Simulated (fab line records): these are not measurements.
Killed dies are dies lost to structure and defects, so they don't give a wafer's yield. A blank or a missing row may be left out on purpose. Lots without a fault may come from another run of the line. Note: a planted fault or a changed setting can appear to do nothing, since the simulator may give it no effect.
fab line records	flow n5Finfet
record lots=6	wafers=18	lastDay=18
route steps=1938 shown BEOL_M1@821 BEOL_M4@1111 PASSIVATION@1936
lots that met no fault: taken from a fault-free run of the same line
startH: start of the lot's first displayed wafer, in hours after the record's first day	waitH: hours since the lot's step before	" as in the row above	L1.1+2: a single row standing in for several wafers	- no value, or no start was given	* or withheld: withheld	< > ~ a bound
route shown NAME@n: NAME is a module with steps in the file, n the number in the route of the first one	usual: mean/standard deviation of fault-free wafers	same: alike in all rows	chamber/n: place in a boat	sites: readings site by site	_std_site: the values' standard deviation	_edge_site: the outer-site mean with the inner-site mean subtracted	radiusMm: for every site, how far away it sits from the centre of the wafer	mask NAME#n: copy n	behind: the tool/chamber that last shaped the wafer	hold: what put the lot on hold/how long, in hours/how the hold closed	device: names the non-switching transistor (n, p or np)	end of line: at the end of the route, the tests of the same wafers	where a step has no rows: the recipe by itself	killed: dies that structure and defects cost at the first sort, which is not the same as the wafer's yield	map: the dies of a wafer, with x for killed, . for not killed, _ for no die there
set.NAME: the run value of the setting; set.NAME@STEP: its run value at that earlier step	model.NAME: the simulator's own value behind a step, which no gauge read
certain route steps with their lots: each step a table, each wafer a row
services: when a tool's chamber went out of use (startH, in hours from the record's first day, below 0 if earlier), for how many hours, and the reason
## steps
# step N5_BEOL_M1_ANNEAL_87
# recipe tempC=400	timeS=240	ambient=vacuum
# usual heaterPowerW=839/56
lot.wafer	tool	chamber	startH	waitH	heaterPowerW
L946.1	pvdSputter-03	-	180.93	0.0	828
L946.3	"	-	"	"	777
L946.6	"	-	"	"	858
L950.1	pvdSputter-02	-	207.01	0.0	827
L950.2	"	-	"	"	896
L950.4	"	-	"	"	769
L957.1	pvdSputter-01	-	240.80	0.0	829
L957.3	"	-	"	"	887
L957.4	"	-	"	"	918
L958.1	pvdSputter-01	-	248.38	0.0	834
L958.2	"	-	"	"	858
L958.6	"	-	"	"	727
L960.2	pvdSputter-01	-	256.11	0.0	942
L960.3	"	-	"	"	740
L960.4	"	-	"	"	888
L962.2	pvdSputter-02	-	271.11	0.0	770
L962.3	"	-	"	"	842
L962.6	"	-	"	"	810
# step N5_BEOL_M1_SPUTTER_88
# recipe material=Cu	targetThkA=45	tempC=-20	chamberPressurePa=0.07	powerW=withheld	timeS=8.29
# usual chamberPressurePa=0.06999/0.00014	throttleValvePct=30.5/0.87
lot.wafer	tool	chamber	startH	waitH	chamberPressurePa	throttleValvePct
L946.1	pvdSputter-03	-	181.07	0.1	0.07016	29.8
L946.3	"	-	"	"	0.07021	31.2
L946.6	"	-	"	"	0.0701	29.7
L950.1	pvdSputter-02	-	207.15	0.1	0.07005	30.6
L950.2	"	-	"	"	0.0699	30.2
L950.4	"	-	"	"	0.06992	29.8
L957.1	pvdSputter-01	-	240.94	0.1	0.06991	31.3
L957.3	"	-	"	"	0.06993	30.5
L957.4	"	-	"	"	0.07004	30.2
L958.1	pvdSputter-01	-	248.52	0.1	0.07022	31.1
L958.2	"	-	"	"	0.07014	30.6
L958.6	"	-	"	"	0.06986	31.6
L960.2	pvdSputter-01	-	256.25	0.1	0.07009	30.5
L960.3	"	-	"	"	0.06982	31.8
L960.4	"	-	"	"	0.07024	30.3
L962.2	pvdSputter-02	-	271.25	0.1	0.06994	29.8
L962.3	"	-	"	"	0.07013	30.7
L962.6	"	-	"	"	0.0701	30.6
# step N5_BEOL_M1_ANNEAL_89
# recipe tempC=400	timeS=240	ambient=vacuum
# usual heaterPowerW=840/55
lot.wafer	tool	chamber	startH	waitH	heaterPowerW
L946.1	pvdSputter-03	-	181.15	0.0	834
L946.3	"	-	"	"	784
L946.6	"	-	"	"	843
L950.1	pvdSputter-02	-	207.23	0.0	825
L950.2	"	-	"	"	893
L950.4	"	-	"	"	776
L957.1	pvdSputter-01	-	241.02	0.0	845
L957.3	"	-	"	"	856
L957.4	"	-	"	"	926
L958.1	pvdSputter-01	-	248.60	0.0	816
L958.2	"	-	"	"	870
L958.6	"	-	"	"	734
L960.2	pvdSputter-01	-	256.33	0.0	905
L960.3	"	-	"	"	747
L960.4	"	-	"	"	874
L962.2	pvdSputter-02	-	271.33	0.0	778
L962.3	"	-	"	"	822
L962.6	"	-	"	"	812
# step N5_BEOL_M1_SPUTTER_90
# recipe material=Cu	targetThkA=45	tempC=-20	chamberPressurePa=0.07	powerW=withheld	timeS=8.29
# step N5_BEOL_M1_ANNEAL_91
# recipe tempC=400	timeS=240	ambient=vacuum
# step N5_BEOL_M1_SPUTTER_92
# recipe material=Cu	targetThkA=45	tempC=-20	chamberPressurePa=0.07	powerW=withheld	timeS=8.29
# step N5_BEOL_M1_ANNEAL_93
# recipe tempC=400	timeS=240	ambient=vacuum
# usual heaterPowerW=840/54
lot.wafer	tool	chamber	startH	waitH	heaterPowerW
L946.1	pvdSputter-03	-	181.59	0.0	873
L946.3	"	-	"	"	772
L946.6	"	-	"	"	837
L950.1	pvdSputter-02	-	207.67	0.0	827
L950.2	"	-	"	"	909
L950.4	"	-	"	"	776
L957.1	pvdSputter-01	-	241.46	0.0	833
L957.3	"	-	"	"	876
L957.4	"	-	"	"	956
L958.1	pvdSputter-01	-	249.04	0.0	833
L958.2	"	-	"	"	853
L958.6	"	-	"	"	731
L960.2	pvdSputter-01	-	256.77	0.0	916
L960.3	"	-	"	"	752
L960.4	"	-	"	"	871
L962.2	pvdSputter-02	-	271.77	0.0	779
L962.3	"	-	"	"	865
L962.6	"	-	"	"	827
# step N5_BEOL_M1_SPUTTER_94
# recipe material=Cu	targetThkA=45	tempC=-20	chamberPressurePa=0.07	powerW=withheld	timeS=8.29
# step N5_BEOL_M1_ANNEAL_95
# recipe tempC=400	timeS=240	ambient=vacuum
# step N5_BEOL_M1_SPUTTER_96
# recipe material=Cu	targetThkA=45	tempC=-20	chamberPressurePa=0.07	powerW=withheld	timeS=8.29
# usual chamberPressurePa=0.07/0.00014	throttleValvePct=30.5/0.89
lot.wafer	tool	chamber	startH	waitH	chamberPressurePa	throttleValvePct
L946.1	pvdSputter-03	-	181.95	0.1	0.0699	29.7
L946.3	"	-	"	"	0.07037	31.1
L946.6	"	-	"	"	0.06999	29.6
L950.1	pvdSputter-02	-	208.03	0.1	0.07018	30.5
L950.2	"	-	"	"	0.0699	30.4
L950.4	"	-	"	"	0.07001	29.8
L957.1	pvdSputter-01	-	241.82	0.1	0.07	31.4
L957.3	"	-	"	"	0.07034	30.5
L957.4	"	-	"	"	0.07017	30.1
L958.1	pvdSputter-01	-	249.40	0.1	0.07003	31.4
L958.2	"	-	"	"	0.07007	30.4
L958.6	"	-	"	"	0.07008	31.9
L960.2	pvdSputter-01	-	257.13	0.1	0.06996	29.9
L960.3	"	-	"	"	0.06969	31.8
L960.4	"	-	"	"	0.07008	30.5
L962.2	pvdSputter-02	-	272.13	0.1	0.06987	30.0
L962.3	"	-	"	"	0.06999	30.5
L962.6	"	-	"	"	0.07002	30.6
# step N5_BEOL_M1_ECD_50
# recipe material=Cu	targetThkA=3000
# step N5_BEOL_M1_ANNEAL_51
# recipe tempC=225	timeS=90	ambient=N2
# step N5_BEOL_M1_CMP_52
# recipe stopOn=SiOC	tOverpolishS=6.8	downForcePsi=1	platenRpm=50	clearingPlatenDownForcePsi=1.5	clearingPlatenRpm=50	postCmpClean=cuAlkaline	targetThkNm=40	clearingPlatenPadVelocityMS=0.99484	padVelocityMS=0.99484
# usual barrierFieldEndpointS=25.1/0.93	clearingPlatenDownForcePsi=1.500/0.0032	clearingPlatenRpm=49.995/0.026	headPressurePsi=1.0001/0.0023	motorCurrentA=6.0/0.49	overpolishRunS=6.800/0.0091	platenRpm=50.00/0.032	timeToEndpointS=63/4.5
lot.wafer	tool	chamber	startH	waitH	barrierFieldEndpointS	clearingPlatenDownForcePsi	clearingPlatenRpm	headPressurePsi	motorCurrentA	overpolishRunS	platenRpm	timeToEndpointS	model.Cu_of_BEOL_M1_ECD_50.thkNm	model.SiO2_of_BEOL_M1_PECVD_72.thkNm
L946.3	cmp-02	3	182.48	0.2	26.6	1.502	49.993	1.0005	5.5	6.815	49.99	66	37.8	0
L946.1	"	0	"	"	25.5	1.500	49.971	0.9988	5.3	6.803	49.94	63	38.6	0
L946.6	"	2	"	"	25.3	1.500	49.980	1.0005	6.5	6.796	50.04	62	38.6	0
L950.1	cmp-04	2	208.53	0.3	26.6	1.497	49.967	0.9955	6.1	6.808	49.99	70	39.4	0
L950.4	"	3	"	"	25.0	1.506	49.964	0.9992	5.7	6.801	49.99	59	38.6	0
L950.2	"	1	"	"	25.4	1.498	49.982	0.9967	6.7	6.805	49.96	65	37.4	0
L957.1	cmp-03	0	242.31	0.3	-	-	-	-	-	-	-	-	300.8	15.6
L957.4	"	2	"	"	-	-	-	-	-	-	-	-	299.2	15.4
L957.3	"	3	"	"	-	-	-	-	-	-	-	-	303.4	15.8
L958.1	cmp-04	3	249.94	0.3	-	-	-	-	-	-	-	-	303.4	16.6
L958.2	"	0	"	"	-	-	-	-	-	-	-	-	299.2	16
L958.6	"	2	"	"	-	-	-	-	-	-	-	-	303.6	16.4
L960.3	cmp-03	1	257.66	0.2	25.3	1.497	50.010	0.9995	6.0	6.797	49.96	64	37.6	0
L960.4	"	2	"	"	23.8	1.501	49.992	1.0011	5.8	6.789	49.94	57	38.6	0
L960.2	"	3	"	"	23.4	1.504	49.988	0.9967	6.0	6.811	50.02	55	38.6	0
L962.2	cmp-02	0	272.70	0.3	25.8	1.504	49.991	1.0002	5.5	6.795	50.05	66	41	0
L962.3	"	1	"	"	25.3	1.504	49.972	0.9974	5.8	6.810	50.01	67	44.8	0
L962.6	"	3	"	"	26.6	1.503	49.997	1.0004	5.6	6.782	50.04	71	44.8	0
# step N5_BEOL_M1_THK_MEAS_53
# recipe thkMeasGauge=xrf	reads=Cu_of_BEOL_M1_ECD_50
# usual M1_THK=40.1/2.1
lot.wafer	tool	chamber	startH	waitH	M1_THK[nm]
L946.1	filmMetro-02	-	182.74	-	38.6
L946.3	"	-	"	"	37.4
L946.6	"	-	"	"	38.4
L950.1	filmMetro-01	-	208.82	-	39.4
L950.2	"	-	"	"	37.6
L950.4	"	-	"	"	38.7
L957.1	filmMetro-02	-	242.61	0.3	300.9
L957.3	"	-	"	"	305.4
L957.4	"	-	"	"	299.8
L958.1	filmMetro-02	-	250.19	0.2	304.1
L958.2	"	-	"	"	299.8
L958.6	"	-	"	"	304.1
L960.2	filmMetro-01	-	257.92	-	37.9
L960.3	"	-	"	"	37.1
L960.4	"	-	"	"	38.0
L962.2	filmMetro-02	-	272.92	-	40.8
L962.3	"	-	"	"	45.0
L962.6	"	-	"	"	45.1
# step N5_BEOL_M1_PRE_CLEAN_60
# recipe gas=NH3/H2	timeS=15	tempC=*	rfPowerW=300
# step N5_BEOL_M1_CO_CAP_55
# recipe material=Co	targetThkA=20	tempC=200	precursor=CCTBA/H2	pressureTorr=30	timeS=102.1
# step N5_BEOL_M1_PRE_CLEAN_56
# recipe gas=NH3	timeS=15	tempC=withheld	rfPowerW=300
# step N5_BEOL_M1_DEP_57
# recipe material=SiCN	targetThkA=80	tempC=withheld	precursor=3MS/NH3	pressureTorr=3	rfW=202	timeS=14
# step N5_BEOL_M1_RS_MEAS_58
# recipe thkMeasGauge=four-point-probe	reads=Co_of_BEOL_M1_CO_CAP_55+Cu_of_BEOL_M1_ECD_50+Co_of_BEOL_M1_CVD_47+TaN_of_BEOL_M1_ALD_84
# usual M1_RS=0.66/0.045
lot.wafer	tool	chamber	startH	waitH	M1_RS[ohm/sq]
L946.1	filmMetro-01	-	183.04	0.1	0.70
L946.3	"	-	"	"	0.72
L946.6	"	-	"	"	0.70
L950.1	filmMetro-01	-	209.11	0.1	0.68
L950.2	"	-	"	"	0.73
L950.4	"	-	"	"	0.70
L957.1	filmMetro-01	-	242.87	0.0	0.06
L957.3	"	-	"	"	0.06
L957.4	"	-	"	"	0.06
L958.1	filmMetro-01	-	250.45	0.0	0.06
L958.2	"	-	"	"	0.06
L958.6	"	-	"	"	0.06
L960.2	filmMetro-01	-	258.18	0.1	0.70
L960.3	"	-	"	"	0.72
L960.4	"	-	"	"	0.70
L962.2	filmMetro-01	-	273.20	0.1	0.65
L962.3	"	-	"	"	0.58
L962.6	"	-	"	"	0.58
# step N5_BEOL_M1_INSPECT_59
# recipe inspectInstrument=darkfield	mode=postDep
# usual rawDefectCount=72/22
lot.wafer	tool	chamber	startH	waitH	rawDefectCount
L946.1	defectInspect-02	-	183.07	0.0	72
L946.3	"	-	"	"	81
L946.6	"	-	"	"	58
L950.1	defectInspect-01	-	209.14	0.0	65
L950.2	"	-	"	"	34
L950.4	"	-	"	"	62
L957.1	defectInspect-02	-	242.89	0.0	1581
L957.3	"	-	"	"	1736
L957.4	"	-	"	"	1676
L958.1	defectInspect-02	-	250.48	0.0	1651
L958.2	"	-	"	"	1697
L958.6	"	-	"	"	1743
L960.2	defectInspect-01	-	258.20	0.0	40
L960.3	"	-	"	"	71
L960.4	"	-	"	"	78
L962.2	defectInspect-01	-	273.22	0.0	98
L962.3	"	-	"	"	62
L962.6	"	-	"	"	78
# step N5_BEOL_M4_RC_MEAS_101
# usual DIBL_N=35.4/2.1	DIBL_P=34.8/2.6	IOFF_N=0.15/0.037	IOFF_P=0.19/0.037	ION_N=677/16	ION_P=462/9.3	SS_N=71.4/0.75	SS_P=72.9/0.77	VT_N=250/3.7	VT_P=-251/3.5
lot.wafer	tool	chamber	startH	waitH	DIBL_N[mV/V]	DIBL_P[mV/V]	IOFF_N[nA/um]	IOFF_P[nA/um]	ION_N[uA/um]	ION_P[uA/um]	SS_N[mV/dec]	SS_P[mV/dec]	VT_N[mV]	VT_P[mV]
L946.1	prober-01	0	226.83	0.5	35.7	34.1	0.15	0.19	686	465	70.6	72.4	248	-251
L946.3	"	0	"	"	40.9	40.4	0.25	0.29	703	473	71.5	75.2	244	-246
L946.6	"	0	"	"	33.8	31.5	0.12	0.15	681	463	70.1	72.3	252	-254
L950.1	prober-02	0	251.21	0.0	35.4	34.5	0.16	0.18	686	469	71.9	72.8	250	-249
L950.2	"	0	"	"	36.9	36.9	0.18	0.22	691	473	71.5	73.6	247	-248
L950.4	"	0	"	"	37.4	35.8	0.16	0.19	667	453	72.0	72.2	250	-251
L960.2	prober-01	0	303.96	0.4	34.6	33.3	0.14	0.18	689	466	70.8	73.1	249	-250
L960.3	"	0	"	"	34.0	33.2	0.13	0.18	675	467	71.4	72.7	251	-249
L960.4	"	0	"	"	36.0	35.2	0.17	0.20	711	477	71.4	73.9	246	-252
L962.2	prober-02	0	326.19	0.2	36.8	37.0	0.18	0.19	703	462	72.1	73.5	248	-252
L962.3	"	0	"	"	34.6	36.3	0.15	0.20	689	468	71.3	72.6	247	-252
L962.6	"	0	"	"	33.5	32.9	0.12	0.15	680	463	71.7	72.2	251	-256
# step N5_PASSIVATION_PROBE_49
# usual defectLimitedYield=90.5/1.7	killed_at_M0_to_M3=37/12	killed_at_M4_up=14/5.2	killedAtContacts=12/5.9	killedAtFrontEnd=45/14	killedAtOther=3.5/2.8	killedDies=112/21	killedOnRim=15/4.5	killedOpen=73/15	killedShort=36/8.9	sort_bin_5_function=5.6/1.2	sort_bin_6_memory=3.5/0.68	sortNPass=1068/21	sortYieldPct=90.5/1.8
# same grossDies=1180	killedAtBackSide=0	sort_bin_4_leakage[%]=0	sort_bin_8_speed[%]=0
lot.wafer	tool	chamber	startH	waitH	defectLimitedYield[%]	killed_at_M0_to_M3	killed_at_M4_up	killedAtContacts	killedAtFrontEnd	killedAtOther	killedDies	killedOnRim	killedOpen	killedShort	sort_bin_5_function[%]	sort_bin_6_memory[%]	sortNPass	sortYieldPct[%]
L957.1	prober-01	-	391.45	0.0	0	1087	11	12	65	5	1180	152	93	45	7.0	4.5	0	0
L957.3	prober-01	-	391.55	0.1	0	1102	12	13	51	2	1180	152	92	30	6.2	4.1	0	0
L957.4	prober-01	-	391.60	0.2	0	1089	13	10	60	8	1180	152	102	38	7.0	4.7	0	0
L958.1	prober-02	-	396.43	0.0	0	1116	12	13	35	4	1180	152	76	55	6.4	4.3	0	0
L958.2	prober-02	-	396.48	0.1	0	1123	16	12	25	4	1180	152	79	19	5.4	3.0	0	0
L958.6	prober-02	-	396.68	0.3	0	1099	14	6	54	7	1180	152	75	43	5.9	3.6	0	0
# killed by level:class
L957.1 BEOL_M1:areaCmp=1041 STI_FIN_REVEAL:geometricParticle:open=28 STI_FIN_REVEAL:geometricParticle:short=11 MOL_CONTACT_COAG:geometricParticle:open=9 BEOL_M3:geometricParticle:open=9 BEOL_M2:geometricParticle:open=8 FIN_SAQP:geometricParticle:short=8 BEOL_M0_SAQP:geometricParticle:open=8
L957.3 BEOL_M1:areaCmp=1057 STI_FIN_REVEAL:geometricParticle:open=22 MOL_CONTACT_COAG:geometricParticle:open=12 BEOL_M3:geometricParticle:open=11 BEOL_M0_SAQP:geometricParticle:open=10 BEOL_M0_SAQP:geometricParticle:short=9 DUMMY_GATE:geometricParticle:open=5 BEOL_M0:geometricParticle:open=5
L957.4 BEOL_M1:areaCmp=1037 STI_FIN_REVEAL:geometricParticle:open=23 FIN_SAQP:geometricParticle:open=11 BEOL_M3:geometricParticle:open=10 BEOL_M0_SAQP:geometricParticle:short=10 MOL_CONTACT_COAG:geometricParticle:open=9 BEOL_M0_SAQP:geometricParticle:open=9 BEOL_M2:geometricParticle:open=7
L958.1 BEOL_M1:areaCmp=1048 BEOL_M0_SAQP:geometricParticle:short=19 BEOL_M0_SAQP:geometricParticle:open=15 FIN_SAQP:geometricParticle:short=9 MOL_CONTACT_COAG:geometricParticle:open=8 BEOL_M0:geometricParticle:open=7 BEOL_M3:geometricParticle:open=7 STI_FIN_REVEAL:geometricParticle:open=6
L958.2 BEOL_M1:areaCmp=1079 BEOL_M3:geometricParticle:open=13 BEOL_M0_SAQP:geometricParticle:open=12 MOL_CONTACT_COAG:geometricParticle:open=10 BEOL_M4:geometricParticle:open=7 BEOL_M0_SAQP:geometricParticle:short=7 STI_FIN_REVEAL:geometricParticle:open=6 DUMMY_GATE:geometricParticle:open=6
L958.6 BEOL_M1:areaCmp=1061 STI_FIN_REVEAL:geometricParticle:open=14 BEOL_M0_SAQP:geometricParticle:short=13 FIN_SAQP:geometricParticle:open=11 FIN_SAQP:geometricParticle:short=8 MOL_CONTACT_COAG:geometricParticle:open=6 BEOL_M3:geometricParticle:open=6 BEOL_M1:geometricParticle:open=6
# map L957.1 (x killed, . not)
_________________xxxxxxxxxxxx________________
______________xxxxxxxxxxxxxxxxxx_____________
___________xxxxxxxxxxxxxxxxxxxxxxxx__________
__________xxxxxxxxxxxxxxxxxxxxxxxxxx_________
________xxxxxxxxxxxxxxxxxxxxxxxxxxxxxx_______
_______xxxxxxxxxxxxxxxxxxxxxxxxxxxxxxxx______
______xxxxxxxxxxxxxxxxxxxxxxxxxxxxxxxxxx_____
_____xxxxxxxxxxxxxxxxxxxxxxxxxxxxxxxxxxxx____
____xxxxxxxxxxxxxxxxxxxxxxxxxxxxxxxxxxxxxx___
___xxxxxxxxxxxxxxxxxxxxxxxxxxxxxxxxxxxxxxxx__
___xxxxxxxxxxxxxxxxxxxxxxxxxxxxxxxxxxxxxxxx__
__xxxxxxxxxxxxxxxxxxxxxxxxxxxxxxxxxxxxxxxxxx_
__xxxxxxxxxxxxxxxxxxxxxxxxxxxxxxxxxxxxxxxxxx_
_xxxxxxxxxxxxxxxxxxxxxxxxxxxxxxxxxxxxxxxxxxxx
_xxxxxxxxxxxxxxxxxxxxxxxxxxxxxxxxxxxxxxxxxxxx
_xxxxxxxxxxxxxxxxxxxxxxxxxxxxxxxxxxxxxxxxxxxx
_xxxxxxxxxxxxxxxxxxxxxxxxxxxxxxxxxxxxxxxxxxxx
_xxxxxxxxxxxxxxxxxxxxxxxxxxxxxxxxxxxxxxxxxxxx
_xxxxxxxxxxxxxxxxxxxxxxxxxxxxxxxxxxxxxxxxxxxx
_xxxxxxxxxxxxxxxxxxxxxxxxxxxxxxxxxxxxxxxxxxxx
_xxxxxxxxxxxxxxxxxxxxxxxxxxxxxxxxxxxxxxxxxxxx
__xxxxxxxxxxxxxxxxxxxxxxxxxxxxxxxxxxxxxxxxxx_
__xxxxxxxxxxxxxxxxxxxxxxxxxxxxxxxxxxxxxxxxxx_
___xxxxxxxxxxxxxxxxxxxxxxxxxxxxxxxxxxxxxxxx__
___xxxxxxxxxxxxxxxxxxxxxxxxxxxxxxxxxxxxxxxx__
____xxxxxxxxxxxxxxxxxxxxxxxxxxxxxxxxxxxxxx___
_____xxxxxxxxxxxxxxxxxxxxxxxxxxxxxxxxxxxx____
______xxxxxxxxxxxxxxxxxxxxxxxxxxxxxxxxxx_____
_______xxxxxxxxxxxxxxxxxxxxxxxxxxxxxxxx______
________xxxxxxxxxxxxxxxxxxxxxxxxxxxxxx_______
__________xxxxxxxxxxxxxxxxxxxxxxxxxx_________
___________xxxxxxxxxxxxxxxxxxxxxxxx__________
______________xxxxxxxxxxxxxxxxxx_____________
_________________xxxxxxxxxxxx________________
# map L958.1 (x killed, . not)
_________________xxxxxxxxxxxx________________
______________xxxxxxxxxxxxxxxxxx_____________
___________xxxxxxxxxxxxxxxxxxxxxxxx__________
__________xxxxxxxxxxxxxxxxxxxxxxxxxx_________
________xxxxxxxxxxxxxxxxxxxxxxxxxxxxxx_______
_______xxxxxxxxxxxxxxxxxxxxxxxxxxxxxxxx______
______xxxxxxxxxxxxxxxxxxxxxxxxxxxxxxxxxx_____
_____xxxxxxxxxxxxxxxxxxxxxxxxxxxxxxxxxxxx____
____xxxxxxxxxxxxxxxxxxxxxxxxxxxxxxxxxxxxxx___
___xxxxxxxxxxxxxxxxxxxxxxxxxxxxxxxxxxxxxxxx__
___xxxxxxxxxxxxxxxxxxxxxxxxxxxxxxxxxxxxxxxx__
__xxxxxxxxxxxxxxxxxxxxxxxxxxxxxxxxxxxxxxxxxx_
__xxxxxxxxxxxxxxxxxxxxxxxxxxxxxxxxxxxxxxxxxx_
_xxxxxxxxxxxxxxxxxxxxxxxxxxxxxxxxxxxxxxxxxxxx
_xxxxxxxxxxxxxxxxxxxxxxxxxxxxxxxxxxxxxxxxxxxx
_xxxxxxxxxxxxxxxxxxxxxxxxxxxxxxxxxxxxxxxxxxxx
_xxxxxxxxxxxxxxxxxxxxxxxxxxxxxxxxxxxxxxxxxxxx
_xxxxxxxxxxxxxxxxxxxxxxxxxxxxxxxxxxxxxxxxxxxx
_xxxxxxxxxxxxxxxxxxxxxxxxxxxxxxxxxxxxxxxxxxxx
_xxxxxxxxxxxxxxxxxxxxxxxxxxxxxxxxxxxxxxxxxxxx
_xxxxxxxxxxxxxxxxxxxxxxxxxxxxxxxxxxxxxxxxxxxx
__xxxxxxxxxxxxxxxxxxxxxxxxxxxxxxxxxxxxxxxxxx_
__xxxxxxxxxxxxxxxxxxxxxxxxxxxxxxxxxxxxxxxxxx_
___xxxxxxxxxxxxxxxxxxxxxxxxxxxxxxxxxxxxxxxx__
___xxxxxxxxxxxxxxxxxxxxxxxxxxxxxxxxxxxxxxxx__
____xxxxxxxxxxxxxxxxxxxxxxxxxxxxxxxxxxxxxx___
_____xxxxxxxxxxxxxxxxxxxxxxxxxxxxxxxxxxxx____
______xxxxxxxxxxxxxxxxxxxxxxxxxxxxxxxxxx_____
_______xxxxxxxxxxxxxxxxxxxxxxxxxxxxxxxx______
________xxxxxxxxxxxxxxxxxxxxxxxxxxxxxx_______
__________xxxxxxxxxxxxxxxxxxxxxxxxxx_________
___________xxxxxxxxxxxxxxxxxxxxxxxx__________
______________xxxxxxxxxxxxxxxxxx_____________
_________________xxxxxxxxxxxx________________
## services
tool	chamber	startH	hours	kind
cmp-04	-	157.62	7.9	pm
cmp-03	-	200.72	4.6	pm
cmp-03	-	215.20	0.3	repair
cmp-03	-	218.81	6.2	pm
cmp-02	-	240.93	4.0	pm
cmp-04	-	242.38	4.0	pm
cmp-02	-	244.93	-	consumableReplace:conditioner
cmp-02	-	244.93	-	consumableReplace:pad
cmp-04	-	246.38	-	consumableReplace:conditioner
cmp-04	-	246.38	-	consumableReplace:pad
cmp-03	-	265.13	2.8	repair
## key
firstSign step=N5_BEOL_M1_CMP_52	reading=toolRecord	direction=missing
effect step=N5_BEOL_M1_THK_MEAS_53	reading=M1_THK	direction=up	sigmas=99+	usual=40.1	struck=302.4
effect step=N5_BEOL_M1_RS_MEAS_58	reading=M1_RS	direction=down	sigmas=14	usual=0.66	struck=0.06
effect step=N5_BEOL_M1_INSPECT_59	reading=rawDefectCount	direction=up	sigmas=72	usual=72	struck=1681
effect step=N5_PASSIVATION_PROBE_49	reading=killed_at_M0_to_M3	direction=up	sigmas=87	usual=37	struck=1103
modelEffect step=N5_BEOL_M1_CMP_52	value=Cu_of_BEOL_M1_ECD_50.thkNm	without=38.33	struck=301.6
moreKillsBornAt N5_BEOL_M1_CMP_52@cmp-04=3188	N5_BEOL_M1_CMP_52@cmp-03=3135
metAt N5_BEOL_M1_CMP_52
struckWafers L957.1,L957.3,L957.4,L958.1,L958.2,L958.6
laterRowsLeftOut L957.1,L957.3,L957.4,L958.1,L958.2,L958.6
onsetBetween 208.53 242.31
fault kind=skippedStepWhole	tool=cmp-03,cmp-04	chamber=-	onsetH=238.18	steps=N5_BEOL_M1_CMP_52	scope=struckLotsOnly
# laterRowsLeftOut: the simulator's readings of these wafers behind a module that went badly wrong aren't trusted and aren't shown, but for the sort
